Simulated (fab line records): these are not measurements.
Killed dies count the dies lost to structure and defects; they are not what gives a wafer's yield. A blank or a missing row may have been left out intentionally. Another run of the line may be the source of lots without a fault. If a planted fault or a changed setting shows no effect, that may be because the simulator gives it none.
Split-lot experiment ; flow n5_finfet ; route with 1938 steps; 7 lots, 39 wafers read

== SPLIT DETAILS ==
At N5_SD_EPI_N_ETCH_16 (etches SiO2 in CHF3/O2, target depth 5 nm), the setting target_depth_a was moved away from the recipe's 50 angstrom on 15 of the 39 wafers read, by -52.7% to +42.1%. All remaining wafers had this setting at the recipe value.

The reading comes from the split's own step.

== THE READING ==
etch.depth_nm (the simulator's own value, which no gauge read), in nm, at N5_SD_EPI_N_ETCH_16 (etches SiO2 in CHF3/O2, target depth 5 nm). The file gives no usual value for it. The 24 wafers here that ran the recipe average 5.037 nm, standard deviation 0.11 nm.

wafer;tool, chamber at the split;target_depth_a as run, angstrom;against the recipe;etch.depth_nm, nm;against lot-mates on the recipe
L074.1;rie_diel-03, 1;50;recipe;4.953;-
L074.2;rie_diel-03, 2;30.92;-38.2%;3.159;-1.781
L074.3;rie_diel-03, 3;50;recipe;4.759;-
L074.4;rie_diel-03, 0;30.92;-38.2%;3.145;-1.795
L074.5;rie_diel-03, 2;50;recipe;5.107;-
L074.6;rie_diel-03, 3;30.92;-38.2%;2.92;-2.020
L079.2;rie_diel-05, 2;50;recipe;5.135;-
L079.5;rie_diel-05, 2;50;recipe;5.091;-
L079.6;rie_diel-05, 1;50;recipe;4.997;-
L086.1;rie_diel-03, 2;50;recipe;5.063;-
L086.2;rie_diel-03, 3;71.07;+42.1%;7.243;+2.188
L086.3;rie_diel-03, 0;50;recipe;5.049;-
L086.4;rie_diel-03, 3;50;recipe;5.054;-
L086.5;rie_diel-03, 0;71.07;+42.1%;7.268;+2.213
L086.6;rie_diel-03, 2;71.07;+42.1%;7.124;+2.069
L090.1;rie_diel-05, 0;31.66;-36.7%;3.147;-1.937
L090.2;rie_diel-05, 3;50;recipe;5.209;-
L090.3;rie_diel-05, 1;31.66;-36.7%;3.163;-1.921
L090.4;rie_diel-05, 2;31.66;-36.7%;3.206;-1.878
L090.5;rie_diel-05, 1;50;recipe;4.958;-
L090.6;rie_diel-05, 2;50;recipe;5.084;-
L091.1;rie_diel-06, 1;40.95;-18.1%;4.083;-0.768
L091.2;rie_diel-06, 3;40.95;-18.1%;4.031;-0.820
L091.3;rie_diel-06, 0;50;recipe;4.878;-
L091.4;rie_diel-06, 2;50;recipe;4.789;-
L091.5;rie_diel-06, 1;40.95;-18.1%;4.057;-0.794
L091.6;rie_diel-06, 0;50;recipe;4.886;-
L092.1;rie_diel-03, 0;50;recipe;5.04;-
L092.2;rie_diel-03, 1;23.67;-52.7%;2.431;-2.636
L092.3;rie_diel-03, 3;50;recipe;5.078;-
L092.4;rie_diel-03, 2;50;recipe;5.084;-
L092.5;rie_diel-03, 3;23.67;-52.7%;2.411;-2.656
L092.6;rie_diel-03, 0;23.67;-52.7%;2.413;-2.654
L093.1;rie_diel-03, 0;50;recipe;5.107;-
L093.2;rie_diel-03, 1;50;recipe;5.209;-
L093.3;rie_diel-03, 3;50;recipe;5.103;-
L093.4;rie_diel-03, 2;50;recipe;5.057;-
L093.5;rie_diel-03, 3;50;recipe;5.104;-
L093.6;rie_diel-03, 0;50;recipe;5.087;-

FIT RESULTS
A straight line over all 39 wafers: etch.depth_nm changes by +0.0509 nm for each +1% of target_depth_a; r = +1.00; the points scatter about the line by 0.1 nm.
The same after taking each lot's own level away (the mean of its wafers on the recipe; 39 wafers): +0.0504 nm for each +1%; r = +1.00; scatter 0.08 nm.
According to that fit, moving target_depth_a by its largest amount changes the reading by 2.7 nm.
From 4.8510 to 5.1112 nm: that is the span of the lots' own levels, equal to 2.3 times the standard deviation above.
Consequently the slope shifts little with the lot-to-lot level, the two slopes agreeing.
Check: for one of the wafers moved furthest among these (-52.7%), held out of the fit, the line's prediction against its lot-mates is -2.65 nm. It came out at -2.64 nm against them.

== OTHER SPLITS ON THESE WAFERS ==
These wafers also went through other splits before the reading. Each is held against what the fit with the lots' levels taken away leaves over:
other split on the same wafers;wafers away from the commonest value;r with etch.depth_nm (lot level and that fit taken away)
N5_PMOS_HMC_CHANNEL_EPI_DEVELOP_08 develop_time_s;12;-0.09

== FILE'S OWN FIT ==
etch.depth_nm changes by +0.0503 nm for each +1% of target_depth_a, r = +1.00.
